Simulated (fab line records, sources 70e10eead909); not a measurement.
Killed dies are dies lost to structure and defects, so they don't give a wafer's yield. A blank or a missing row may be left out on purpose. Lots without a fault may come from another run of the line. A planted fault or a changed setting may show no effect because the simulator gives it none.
Problem report in the 8D (eight disciplines) form, filled by code | flow nand_harc | the parts of the form that need people (team, actions taken, sign-off) are left out

1. THE PROBLEM
run_length_s at NHARC_A_WL_FILL_ETCHBACK_17 reads a mean of 36.3 s on 6 wafers of 2 lots; wafers without a fault read 47.9 s with a standard deviation of 0.43. That is -27 standard deviations from the usual mean.
The step: etches the open film in Cl2/BCl3, target depth 4 nm, time 26.7 s.
First seen on wafer L680.2, day 17 18:49, on rie_metal-02. The record holds 42 wafers of 14 lots with a number at this step. Rule for "out", or "out of limits": more than 4 standard deviations from the usual mean. The other wafers with a number count as sound.

2. WHAT IT IS AND WHAT IT IS NOT
question                    | is                     | is not
which readings at this step | run_length_s           | drypump_motor_current_A, oes_product_au
which lots                  | L680, L682             | L672, L673, L675, L677, L685, L686, L688, L689, L691, L692, L694, L695
which wafers of those lots  | all that have a number | -
read on which tools         | rie_metal-02           | rie_metal-01, rie_metal-03
when                        | from day 17 18:49      | up to then (12 sound wafers); but 24 sound wafers of L685, L686, L688, L689, L691, L692, L694, L695 came after

3. SUSPECTS, AND WHAT RULES EACH OUT
Counting: a tool at a process step up to the reading stays a suspect if it ran every lot that is out and no sound lot after the first of them.
- cvd_w-01 at NHARC_A_WL_FILL_CVD_03 (deposits W, target thk 40 nm, time 3302 s): ruled out as a lasting fault. Sound lots L689, L691, L694, L695 ran on it after its first lot that is out, L680 (day 17 05:26).
- plasma_asher-02 at NHARC_A_WL_FILL_STRIP_27 (strips in N2/H2, time 20 s): ruled out as a lasting fault. Sound lots L685, L694, L695 ran on it after its first lot that is out, L680 (day 17 08:47).
- rie_metal-02 at NHARC_A_WL_FILL_ETCHBACK_17 (etches the open film in Cl2/BCl3, target depth 4 nm, time 26.7 s): ruled out as a lasting fault. Sound lots L695 ran on it after its first lot that is out, L680 (day 17 18:49).
Left after counting: nothing in the record.

4. THE CAUSE (what the simulator had put in)
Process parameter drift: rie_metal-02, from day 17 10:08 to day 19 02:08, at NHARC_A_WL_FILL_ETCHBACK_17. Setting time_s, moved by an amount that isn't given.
Counting ruled it out, wrongly.

5. THE CHAIN OF EFFECTS, in route order
Each row: a reading whose mean over the struck wafers that have a number lies more than 3 standard deviations from the usual. Only readings for which the record gives a usual standard deviation are gone through. hours: the time from each lot's start at the first step in this table that gives one to its start at this step, as a median over the lots. sigmas: the change in usual standard deviations.
hours | step                        | reading      | usual  | on struck wafers | change | sigmas
0     | NHARC_A_WL_FILL_ETCHBACK_17 | run_length_s | 47.9 s | 36.3             | -11.6  | -27
The process steps in it:
- NHARC_A_WL_FILL_ETCHBACK_17: etches the open film in Cl2/BCl3, target depth 4 nm, time 26.7 s.

6. WHAT WOULD HAVE CAUGHT IT SOONER
In this record the first reading out of limits was taken at day 17 18:49, 9 hours after the fault began at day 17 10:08.
